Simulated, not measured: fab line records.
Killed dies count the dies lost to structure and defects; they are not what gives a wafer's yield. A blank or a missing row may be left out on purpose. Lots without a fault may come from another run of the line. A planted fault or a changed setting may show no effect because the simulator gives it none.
Matching of chambers -- flow nand-harc -- 4 sister chambers for NHARC_A_STAIRCASE_DESCUM_11 on rie-diel-13
The step chemistry O2, time 3 s. 20 wafers are shown with their chamber, then 10 later ones without.

== WAFERS WITH THEIR CHAMBER ==
wafer,chamber,drypump-motor-current-A (A),showerhead-plenum-p-Torr (Torr),oes-product-au (a.u.)
L078.2,3,5.9,1.88,1.044
L078.3,0,4.7,1.98,1.019
L078.6,3,5.9,1.88,1.036
L081.1,0,4.7,1.98,1.029
L081.2,1,6.1,1.83,1.003
L081.6,1,6.1,1.83,1.011
L082.1,2,5.7,1.77,0.999
L082.4,1,6.2,1.82,1.012
L082.6,1,6.2,1.82,1.016
L083.1,2,5.7,1.77,1.005
L083.4,0,4.7,1.98,1.029
L083.6,2,5.7,1.77,1.000
L084.1,0,4.7,1.98,1.029
L084.2,3,5.8,1.88,1.034
L084.6,2,5.7,1.77,1.006
L087.3,3,5.8,1.87,1.044
L087.4,0,4.7,1.97,1.022
L087.5,0,4.7,1.97,1.032
L090.1,3,5.8,1.87,1.036
L090.3,1,6.2,1.82,1.009

SIGNATURES, as means of the wafers listed above
reading,chamber 0,chamber 1,chamber 2,chamber 3,scatter within a chamber
drypump-motor-current-A,4.700,6.160,5.700,5.840,0.0387
showerhead-plenum-p-Torr,1.9767,1.8240,1.7700,1.8760,0.00483
oes-product-au,1.02667,1.01020,1.00250,1.03880,0.00465
Rule: distance of a wafer from a chamber = root of the sum over the readings of ((wafer's reading minus chamber's mean) / reading's scatter) squared. The wafer belongs to the nearest chamber; if the next one is less than 2 further off, it can't be placed. The scatter: take each reading less its chamber's mean, square it, sum over the shown wafers, divide by the number of wafers less the number of chambers, and take the root.

== WAFERS WHOSE CHAMBER IS MISSING ==
wafer,drypump-motor-current-A (A),showerhead-plenum-p-Torr (Torr),oes-product-au (a.u.)
L090.6,5.9,1.87,1.032
L092.3,5.7,2.08,0.981
L092.4,5.9,1.87,1.016
L092.6,5.9,1.87,1.020
L095.2,5.7,2.07,0.981
L095.3,6.2,1.81,1.016
L095.4,4.7,1.97,1.023
L097.3,4.7,1.96,1.021
L097.4,5.9,1.86,1.019
L097.5,6.1,1.81,0.996

== THE CHAMBER EACH PASSED THROUGH ==
wafer,from the rows above,in truth
L090.6,3,3
L092.3,0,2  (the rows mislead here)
L092.4,3,3
L092.6,3,3
L095.2,0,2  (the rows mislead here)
L095.3,1,1
L095.4,0,0
L097.3,0,0
L097.4,3,3
L097.5,1,1
Placed correctly: 8 of 10. Left unplaced by these rows: 0. 2 placed wrongly.
